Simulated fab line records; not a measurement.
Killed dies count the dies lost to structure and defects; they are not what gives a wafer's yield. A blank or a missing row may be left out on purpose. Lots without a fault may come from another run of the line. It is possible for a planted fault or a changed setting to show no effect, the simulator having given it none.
Split-lot study :: flow n5-finfet :: 21 wafers read from 7 lots, route of 1938 steps

SPLIT DETAILS
At N5_FIN_SAQP_EXPOSE_13 (exposes mask FIN CORE, target cd 35.6 nm), the setting dose-mj was moved away from the recipe's 63.25 on 11 of the 21 wafers read, by -6.2% to +7.3%. The other wafers ran this setting at the recipe's value.

BETWEEN THE SPLIT AND THE READING: the file shows 1 step in between
- N5_FIN_SAQP_DEVELOP_15: develop time 30 s (also split here: develop-time-s)

THE READING
cd-nm at N5_FIN_SAQP_CD_MEAS_16, given in nm (cd target 35.6 nm). A value of 35.6 nm with a standard deviation of 0.31 nm is what fault-free wafers of this fab line usually give.

wafer: L076.3
tool, chamber at the split: arfi-scanner-02, 0
dose-mj as run: 63.25
against the recipe: recipe
cd-nm, nm: 35.7
against lot-mates on the recipe: -

wafer: L076.4
tool, chamber at the split: arfi-scanner-02, 0
dose-mj as run: 63.25
against the recipe: recipe
cd-nm, nm: 35.9
against lot-mates on the recipe: -

wafer: L076.5
tool, chamber at the split: arfi-scanner-02, 0
dose-mj as run: 60.58
against the recipe: -4.2%
cd-nm, nm: 36.9
against lot-mates on the recipe: +1.1

wafer: L077.1
tool, chamber at the split: arfi-scanner-02, 0
dose-mj as run: 63.25
against the recipe: recipe
cd-nm, nm: 35.0
against lot-mates on the recipe: -

wafer: L077.3
tool, chamber at the split: arfi-scanner-02, 0
dose-mj as run: 63.25
against the recipe: recipe
cd-nm, nm: 35.6
against lot-mates on the recipe: -

wafer: L077.4
tool, chamber at the split: arfi-scanner-02, 0
dose-mj as run: 63.25
against the recipe: recipe
cd-nm, nm: 35.3
against lot-mates on the recipe: -

wafer: L078.1
tool, chamber at the split: arfi-scanner-03, 0
dose-mj as run: 67.25
against the recipe: +6.3%
cd-nm, nm: 34.0
against lot-mates on the recipe: -2.3

wafer: L078.4
tool, chamber at the split: arfi-scanner-03, 0
dose-mj as run: 67.25
against the recipe: +6.3%
cd-nm, nm: 34.1
against lot-mates on the recipe: -2.2

wafer: L078.6
tool, chamber at the split: arfi-scanner-03, 0
dose-mj as run: 63.25
against the recipe: recipe
cd-nm, nm: 36.3
against lot-mates on the recipe: -

wafer: L079.1
tool, chamber at the split: arfi-scanner-03, 0
dose-mj as run: 65.44
against the recipe: +3.5%
cd-nm, nm: 34.7
against lot-mates on the recipe: -1.2

wafer: L079.2
tool, chamber at the split: arfi-scanner-03, 0
dose-mj as run: 63.25
against the recipe: recipe
cd-nm, nm: 35.9
against lot-mates on the recipe: -

wafer: L079.3
tool, chamber at the split: arfi-scanner-03, 0
dose-mj as run: 65.44
against the recipe: +3.5%
cd-nm, nm: 35.3
against lot-mates on the recipe: -0.6

wafer: L083.3
tool, chamber at the split: arfi-scanner-01, 0
dose-mj as run: 67.89
against the recipe: +7.3%
cd-nm, nm: 33.4
against lot-mates on the recipe: -3.0

wafer: L083.5
tool, chamber at the split: arfi-scanner-01, 0
dose-mj as run: 67.89
against the recipe: +7.3%
cd-nm, nm: 33.7
against lot-mates on the recipe: -2.7

wafer: L083.6
tool, chamber at the split: arfi-scanner-01, 0
dose-mj as run: 63.25
against the recipe: recipe
cd-nm, nm: 36.4
against lot-mates on the recipe: -

wafer: L085.1
tool, chamber at the split: arfi-scanner-03, 0
dose-mj as run: 60.34
against the recipe: -4.6%
cd-nm, nm: 36.2
against lot-mates on the recipe: +1.1

wafer: L085.3
tool, chamber at the split: arfi-scanner-03, 0
dose-mj as run: 63.25
against the recipe: recipe
cd-nm, nm: 35.1
against lot-mates on the recipe: -

wafer: L085.4
tool, chamber at the split: arfi-scanner-03, 0
dose-mj as run: 60.34
against the recipe: -4.6%
cd-nm, nm: 36.5
against lot-mates on the recipe: +1.4

wafer: L092.2
tool, chamber at the split: arfi-scanner-03, 0
dose-mj as run: 63.25
against the recipe: recipe
cd-nm, nm: 35.5
against lot-mates on the recipe: -

wafer: L092.4
tool, chamber at the split: arfi-scanner-03, 0
dose-mj as run: 59.34
against the recipe: -6.2%
cd-nm, nm: 37.6
against lot-mates on the recipe: +2.1

wafer: L092.5
tool, chamber at the split: arfi-scanner-03, 0
dose-mj as run: 59.34
against the recipe: -6.2%
cd-nm, nm: 37.5
against lot-mates on the recipe: +2.0

FIT RESULTS
A straight line over all 21 wafers: cd-nm changes by -0.261 nm for each +1% of dose-mj; r = -0.94; the points scatter about the line by 0.41 nm.
The same after taking each lot's own level away (the mean of its wafers on the recipe; 21 wafers): -0.337 nm for each +1%; r = -0.99; scatter 0.24 nm.
Per that fit: largest dose-mj move, reading shift of 2.5 nm.
Measured against the standard deviation above, the lots' own levels, which go from 35.10 to 36.40 nm, span 4.2 times it.
So the slope is not independent of the lot-to-lot level: the two fits are not the same.
Check: with one of the wafers moved furthest among these (+7.3%) left out of the fit, the line predicts -2.44 nm for it against its lot-mates. Against them it came out at -3 nm.

FURTHER SPLITS ON THESE WAFERS
Other splits were also applied to these wafers ahead of the reading. Each is held against what the fit with the lots' levels taken away leaves over:
other split on the same wafers: N5_WELL_APT_COAT_02 spin-rpm
wafers away from the commonest value: 7
r with cd-nm (lot level and that fit taken away): +0.07

other split on the same wafers: N5_PMOS_HMC_CHANNEL_EPI_EXPOSE_06 dose-mj
wafers away from the commonest value: 6
r with cd-nm (lot level and that fit taken away): -0.07

other split on the same wafers: N5_PMOS_HMC_CHANNEL_EPI_DESCUM_14 time-s
wafers away from the commonest value: 6
r with cd-nm (lot level and that fit taken away): +0.18

other split on the same wafers: N5_FIN_SAQP_DEVELOP_15 develop-time-s
wafers away from the commonest value: 7
r with cd-nm (lot level and that fit taken away): +0.04

FILE'S OWN FIT
cd-nm changes by -0.335 nm for each +1% of dose-mj, r = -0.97.
